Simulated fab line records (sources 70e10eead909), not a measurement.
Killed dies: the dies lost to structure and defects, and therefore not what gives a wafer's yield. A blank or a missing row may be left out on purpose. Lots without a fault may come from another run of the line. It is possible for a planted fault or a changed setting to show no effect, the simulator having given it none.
The tool behind it: which one?	flow nand-harc	24 lots, 72 wafers sampled, at 6 steps of a route of 1302

== WHAT THE GAUGES READ, wafer by wafer ==
Not one reading of a measure or inspect step in the record can be checked against a usual standard deviation.

== WHAT TOOL EACH LOT RAN ON (gives the tool, then ch and the chambers of the sampled wafers, and finally the start) ==
lot	NHARC_A_STAIRCASE_DEP_471	NHARC_A_WL_FILL_ALD_19	NHARC_A_WL_FILL_CVD_20	NHARC_A_CONTACT_ETCH_50	NHARC_A_CONTACT_ETCH_90	NHARC_A_CONTACT_ETCH_130
L074	pecvd-01 ch 1,2, day 19 03:23	ald-metal-01 ch 0,1,2, day 21 03:25	cvd-w-01 ch 0,1, day 21 18:54 or earlier	rie-diel-12 ch 2,3, day 21 18:54 or earlier	rie-diel-10 ch 0,1,3, day 21 18:54	har-cap-etch-02 ch 0,1, day 22 05:23
L077	pecvd-01 ch 0,1, day 20 01:01	ald-metal-01 ch 0,1,2, day 21 21:06	cvd-w-02 ch 0,1, day 22 10:56 or earlier	rie-diel-10 ch 2,3, day 22 10:56 or earlier	rie-diel-10 ch 1,2,3, day 22 10:56	har-cap-etch-03 ch 0,1, day 22 21:50
L075	pecvd-03 ch 0,1,2, day 20 02:04	ald-metal-02 ch 0,2,3, day 21 21:05	cvd-w-01 ch 0,1, day 22 08:50 or earlier	rie-diel-10 ch 1,2,3, day 22 08:50 or earlier	rie-diel-10 ch 1,2,3, day 22 08:50	har-cap-etch-03 ch 0,1, day 22 16:46
L078	pecvd-01 ch 1,2, day 20 09:25	ald-metal-02 ch 0,2,3, day 22 09:05	cvd-w-02 ch 0,1, day 22 20:43 or earlier	rie-diel-12 ch 0,2, day 22 20:43 or earlier	rie-diel-12 ch 0,1, day 22 20:43	har-cap-etch-01 ch 0,1, day 23 04:34
L076	pecvd-04 ch 0,1,2, day 20 12:19	ald-metal-04 ch 2,3, day 22 09:06	cvd-w-01 ch 0, day 22 20:50 or earlier	rie-diel-10 ch 0,1,2, day 22 20:50 or earlier	rie-diel-10 ch 1,3, day 22 20:50	har-cap-etch-03 ch 0,1, day 23 05:08
L080	pecvd-03 ch 1,2, day 21 18:14	ald-metal-01 ch 0,1,3, day 23 20:53	cvd-w-02 ch 1, day 24 08:51 or earlier	rie-diel-12 ch 1,2, day 24 08:51 or earlier	rie-diel-13 ch 0,2, day 24 08:51	har-cap-etch-03 ch 0,1, day 24 21:49
L079	pecvd-03 ch 0,2, day 21 18:38	ald-metal-02 ch 0,1,3, day 23 20:55	cvd-w-02 ch 0,1, day 24 08:24 or earlier	rie-diel-10 ch 0,1,3, day 24 08:24 or earlier	rie-diel-10 ch 0,1,3, day 24 08:24	har-cap-etch-01 ch 0,1, day 24 21:40
L081	pecvd-03 ch 0,1,2, day 22 04:05	ald-metal-01 ch 0,1,3, day 24 08:03	cvd-w-01 ch 0,1, day 24 22:33 or earlier	rie-diel-10 ch 0,2,3, day 24 22:33 or earlier	rie-diel-10 ch 2,3, day 24 22:33	har-cap-etch-02 ch 0,1, day 25 06:55
L082	pecvd-04 ch 0,1, day 22 07:08	ald-metal-04 ch 1,3, day 24 02:11	cvd-w-02 ch 0,1, day 24 18:18 or earlier	rie-diel-10 ch 2,3, day 24 18:18 or earlier	rie-diel-13 ch 0,2, day 24 18:18	har-cap-etch-03 ch 0,1, day 25 06:19
L085	pecvd-04 ch 0,1, day 23 18:36	ald-metal-02 ch 0,1,3, day 25 15:09	cvd-w-01 ch 0,1, day 26 06:29 or earlier	rie-diel-13 ch 0,1,3, day 26 06:29 or earlier	rie-diel-10 ch 0,2,3, day 26 06:29	har-cap-etch-01 ch 0,1, day 26 17:00
L083	pecvd-01 ch 0,1,2, day 23 18:46	ald-metal-01 ch 1,3, day 25 15:07	cvd-w-02 ch 0,1, day 26 07:18 or earlier	rie-diel-13 ch 2,3, day 26 07:18 or earlier	rie-diel-12 ch 0,1,3, day 26 07:18	har-cap-etch-03 ch 0,1, day 26 18:52
L086	pecvd-01 ch 0,1,2, day 24 01:10	ald-metal-01 ch 0,2, day 26 00:09	cvd-w-01 ch 0,1, day 26 11:50 or earlier	rie-diel-13 ch 0,1,3, day 26 11:50 or earlier	rie-diel-10 ch 0,2, day 26 11:50	har-cap-etch-01 ch 0,1, day 26 22:01
L084	pecvd-04 ch 0,2, day 24 01:24	ald-metal-04 ch 0,1,3, day 26 00:11	cvd-w-02 ch 0,1, day 26 11:47 or earlier	rie-diel-10 ch 1,3, day 26 11:47 or earlier	rie-diel-13 ch 0,1,2, day 26 11:47	har-cap-etch-02 ch 0,1, day 26 20:17
L087	pecvd-03 ch 0,2, day 24 21:23	ald-metal-01 ch 0,1,3, day 26 18:01	cvd-w-01 ch 0,1, day 27 08:49 or earlier	rie-diel-10 ch 2,3, day 27 08:49 or earlier	rie-diel-12 ch 0,1, day 27 08:49	har-cap-etch-02 ch 0,1, day 27 16:44
L091	pecvd-03 ch 1,2, day 25 07:20	ald-metal-01 ch 0,1,3, day 27 06:16	cvd-w-02 ch 0, day 27 18:08 or earlier	rie-diel-12 ch 2,3, day 27 18:08 or earlier	rie-diel-10 ch 0,2, day 27 18:08	har-cap-etch-01 ch 0,1, day 28 02:23
L088	pecvd-01 ch 0,1,2, day 25 07:36	ald-metal-04 ch 0,1,2, day 27 06:18	cvd-w-01 ch 0,1, day 27 13:47 or earlier	rie-diel-10 ch 0,2, day 27 13:47	rie-diel-10 ch 0,2, day 27 19:18	har-cap-etch-03 ch 0,1, day 28 05:59
L090	pecvd-04 ch 0,1,2, day 25 07:50	ald-metal-01 ch 0,2,3, day 27 09:26	cvd-w-01 ch 0,1, day 27 20:15 or earlier	rie-diel-10 ch 0,1,2, day 27 20:15	rie-diel-10 ch 0,2, day 28 00:53	har-cap-etch-01 ch 0,1, day 28 09:17
L089	pecvd-03 ch 0,1,2, day 25 20:36	ald-metal-02 ch 0,3, day 27 20:01	cvd-w-01 ch 0,1, day 28 07:40 or earlier	rie-diel-10 ch 0,3, day 28 07:40 or earlier	rie-diel-12 ch 0,3, day 28 07:40	har-cap-etch-02 ch 0,1, day 28 20:52
L092	pecvd-04 ch 0,2, day 26 05:02	ald-metal-02 ch 0,2,3, day 28 06:23	cvd-w-02 ch 0,1, day 28 18:08 or earlier	rie-diel-10 ch 0,1,3, day 28 18:08 or earlier	rie-diel-12 ch 0,1,2, day 28 18:08	har-cap-etch-01 ch 0,1, day 29 04:13
L093	pecvd-03 ch 1,2, day 27 06:40	ald-metal-01 ch 0,2,3, day 29 08:56	cvd-w-02 ch 0,1, day 29 21:50 or earlier	rie-diel-10 ch 0,2,3, day 29 21:50 or earlier	rie-diel-10 ch 0,2,3, day 29 21:50	har-cap-etch-02 ch 0,1, day 30 07:23
L096	pecvd-01 ch 0,1,2, day 28 00:26	ald-metal-02 ch 0,2, day 29 21:02	cvd-w-01 ch 0,1, day 30 10:49 or earlier	rie-diel-12 ch 0,2,3, day 30 10:49 or earlier	rie-diel-12 ch 1,2,3, day 30 10:49	har-cap-etch-03 ch 0,1, day 30 22:37
L094	pecvd-03 ch 0,2, day 28 01:05	ald-metal-01 ch 1,2,3, day 29 21:02	cvd-w-02 ch 1, day 30 08:46 or earlier	rie-diel-10 ch 0,1,2, day 30 08:46 or earlier	rie-diel-12 ch 1,2,3, day 30 08:46	har-cap-etch-02 ch 0, day 30 19:38
L095	pecvd-03 ch 0,1,2, day 28 03:18	ald-metal-02 ch 0,1,2, day 30 00:51	cvd-w-01 ch 0,1, day 30 13:05 or earlier	rie-diel-10 ch 0,1, day 30 13:05 or earlier	rie-diel-10 ch 0,2,3, day 30 13:05	har-cap-etch-01 ch 0,1, day 30 23:48
L097	pecvd-03 ch 0,1, day 28 07:31	ald-metal-01 ch 1,3, day 30 07:05	cvd-w-01 ch 0,1, day 30 18:35 or earlier	rie-diel-13 ch 1,2,3, day 30 18:35 or earlier	rie-diel-10 ch 0,1,3, day 30 18:35	har-cap-etch-03 ch 0,1, day 31 03:59
- NHARC_A_STAIRCASE_DEP_471: deposits SiO2, target thk 100 nm.
- NHARC_A_WL_FILL_ALD_19: deposits TiN, target thk 2 nm, pulse time 3 s, ald cycles 100.
- NHARC_A_WL_FILL_CVD_20: deposits W, target thk 100 nm, time 74 s.
- NHARC_A_CONTACT_ETCH_50: etches the open film in CF4/CHF3, target depth 121 nm, time 60.5 s.
- NHARC_A_CONTACT_ETCH_90: etches the open film in CH3F/O2, target depth 40 nm, time 85.7 s.
- NHARC_A_CONTACT_ETCH_130: etches the open film in C4F8/O2/Ar, time 197 s, target depth 1918 nm.

== AS READ BY THE TOOLS THEMSELVES (means over the sampled wafers that have a number; for cases with no such wafer, the mark the record gives instead) ==
NHARC_A_STAIRCASE_DEP_471.
lot	tool	heater-power-w (W)	throttle-valve-pct (%)
L074	pecvd-01	504	16.4
L077	pecvd-01	737	16.3
L075	pecvd-03	617	16.1
L078	pecvd-01	506	16.4
L076	pecvd-04	492	15.7
L080	pecvd-03	509	16.1
L079	pecvd-03	700	16.5
L081	pecvd-03	575	16.3
L082	pecvd-04	430	16.1
L085	pecvd-04	490	16.1
L083	pecvd-01	607	16.4
L086	pecvd-01	676	16.4
L084	pecvd-04	593	15.9
L087	pecvd-03	574	16.1
L091	pecvd-03	594	16.2
L088	pecvd-01	630	16.3
L090	pecvd-04	479	16.2
L089	pecvd-03	597	15.8
L092	pecvd-04	489	16.3
L093	pecvd-03	541	15.7
L096	pecvd-01	624	16.5
L094	pecvd-03	646	16.1
L095	pecvd-03	609	15.7
L097	pecvd-03	474	15.3

NHARC_A_WL_FILL_ALD_19.
lot	tool	heater-power-w (W)	precursor-pulse-height-rel
L074	ald-metal-01	989	1.007
L077	ald-metal-01	989	0.993
L075	ald-metal-02	1081	0.990
L078	ald-metal-02	1085	1.004
L076	ald-metal-04	1145	1.002
L080	ald-metal-01	998	0.994
L079	ald-metal-02	1033	1.018
L081	ald-metal-01	991	1.013
L082	ald-metal-04	1149	0.991
L085	ald-metal-02	1045	1.004
L083	ald-metal-01	1065	1.016
L086	ald-metal-01	919	1.001
L084	ald-metal-04	1213	1.000
L087	ald-metal-01	1010	1.007
L091	ald-metal-01	996	1.007
L088	ald-metal-04	1229	0.981
L090	ald-metal-01	946	1.000
L089	ald-metal-02	1009	1.001
L092	ald-metal-02	1095	1.009
L093	ald-metal-01	954	0.998
L096	ald-metal-02	1107	0.996
L094	ald-metal-01	1014	0.995
L095	ald-metal-02	1125	1.012
L097	ald-metal-01	1075	0.992

NHARC_A_WL_FILL_CVD_20.
lot	tool	heater-power-w (W)	throttle-valve-pct (%)
L074	cvd-w-01	818	8.2
L077	cvd-w-02	758	8.0
L075	cvd-w-01	808	8.0
L078	cvd-w-02	782	7.7
L076	cvd-w-01	810	8.2
L080	cvd-w-02	807	7.4
L079	cvd-w-02	780	7.7
L081	cvd-w-01	828	7.9
L082	cvd-w-02	787	7.6
L085	cvd-w-01	830	7.8
L083	cvd-w-02	775	7.8
L086	cvd-w-01	807	7.9
L084	cvd-w-02	785	7.7
L087	cvd-w-01	807	8.0
L091	cvd-w-02	728	8.4
L088	cvd-w-01	822	7.9
L090	cvd-w-01	824	8.0
L089	cvd-w-01	833	8.2
L092	cvd-w-02	766	7.7
L093	cvd-w-02	761	7.8
L096	cvd-w-01	843	8.1
L094	cvd-w-02	790	7.6
L095	cvd-w-01	797	8.1
L097	cvd-w-01	808	8.1

NHARC_A_CONTACT_ETCH_50.
lot	tool	drypump-motor-current-A (A)	oes-product-au (a.u.)	rf-vpp-V (V)	showerhead-plenum-p-Torr (Torr)	throttle-valve-pct (%)
L074	rie-diel-12	6.00	0.966	373.1	1.64	16.794
L077	rie-diel-10	6.10	0.968	369.0	1.55	16.802
L075	rie-diel-10	5.92	0.971	370.6	1.55	16.806
L078	rie-diel-12	6.31	0.974	369.9	1.54	16.809
L076	rie-diel-10	6.01	0.961	370.1	1.57	16.799
L080	rie-diel-12	6.28	0.924	371.4	1.59	16.801
L079	rie-diel-10	5.88	0.964	369.4	1.56	16.803
L081	rie-diel-10	6.07	0.978	370.2	1.56	16.802
L082	rie-diel-10	5.98	0.968	369.5	1.54	16.809
L085	rie-diel-13	6.33	0.924	370.4	1.58	16.792
L083	rie-diel-13	6.38	0.913	368.5	1.52	16.801
L086	rie-diel-13	6.33	0.915	371.4	1.58	16.803
L084	rie-diel-10	5.72	0.952	369.6	1.54	16.808
L087	rie-diel-10	5.98	0.958	368.4	1.54	16.805
L091	rie-diel-12	6.03	0.960	372.1	1.63	16.805
L088	rie-diel-10	6.21	0.949	370.2	1.57	16.802
L090	rie-diel-10	6.04	0.944	370.4	1.56	16.798
L089	rie-diel-10	5.92	0.973	369.9	1.55	16.802
L092	rie-diel-10	5.87	0.960	369.8	1.56	16.801
L093	rie-diel-10	6.05	0.967	370.4	1.56	16.798
L096	rie-diel-12	6.11	0.915	370.2	1.56	16.799
L094	rie-diel-10	6.02	0.962	370.5	1.56	16.800
L095	rie-diel-10	5.99	0.922	370.1	1.58	16.804
L097	rie-diel-13	6.32	0.971	370.4	1.58	16.804

NHARC_A_CONTACT_ETCH_90.
lot	tool	drypump-motor-current-A (A)	oes-product-au (a.u.)	rf-vpp-V (V)	showerhead-plenum-p-Torr (Torr)	throttle-valve-pct (%)
L074	rie-diel-10	5.89	1.00	244.9	2.44	20.666
L077	rie-diel-10	5.92	0.92	244.0	2.41	20.657
L075	rie-diel-10	5.91	0.92	243.3	2.41	20.668
L078	rie-diel-12	6.22	0.92	245.2	2.56	20.662
L076	rie-diel-10	5.76	0.92	243.2	2.40	20.665
L080	rie-diel-13	5.97	1.00	244.3	2.45	20.668
L079	rie-diel-10	5.89	0.93	244.3	2.44	20.666
L081	rie-diel-10	5.96	0.94	244.0	2.40	20.671
L082	rie-diel-13	6.00	1.00	244.5	2.46	20.673
L085	rie-diel-10	6.09	1.00	244.0	2.44	20.666
L083	rie-diel-12	6.11	0.93	245.6	2.53	20.670
L086	rie-diel-10	6.17	1.00	246.0	2.48	20.663
L084	rie-diel-13	6.10	1.00	245.3	2.52	20.661
L087	rie-diel-12	6.21	0.99	243.4	2.45	20.663
L091	rie-diel-10	6.21	1.00	244.8	2.45	20.664
L088	rie-diel-10	6.21	0.93	245.2	2.48	20.665
L090	rie-diel-10	6.17	0.93	244.7	2.48	20.664
L089	rie-diel-12	6.10	0.99	244.2	2.43	20.670
L092	rie-diel-12	6.23	1.00	243.9	2.46	20.652
L093	rie-diel-10	6.07	0.93	244.3	2.44	20.668
L096	rie-diel-12	6.14	0.92	245.9	2.54	20.668
L094	rie-diel-12	6.13	0.93	245.2	2.54	20.666
L095	rie-diel-10	6.07	0.92	244.3	2.43	20.654
L097	rie-diel-10	5.89	1.00	244.3	2.43	20.661

== THE ANSWER, worked out from the rows above alone ==
Rule: the lots themselves supply what counts as usual. Put in order of their means at a reading, lots are off if they are a third of the lots or fewer, leave a main group of 4 or more, and stand apart from it by a gap of 3 or more times the standard deviation of the main group's means; of several such gaps the widest counts. If all means in a main group match to the digits the tables above print for the reading, that group is not used. Also off: a lot with no number at a reading for which 4 or more lots have one. All remaining lots with rows at the step are treated as sound. After the gauges, taken in route order, come the tools' own readings; for these a lot's mean is taken, as printed above. At the first step where some lot is off, the reading lying furthest off is the one used; lots without a number count as furthest.
Nothing can be told from this: no lot is off at any reading shown.

== WHAT HAD BEEN PUT IN BY THE SIMULATOR ==
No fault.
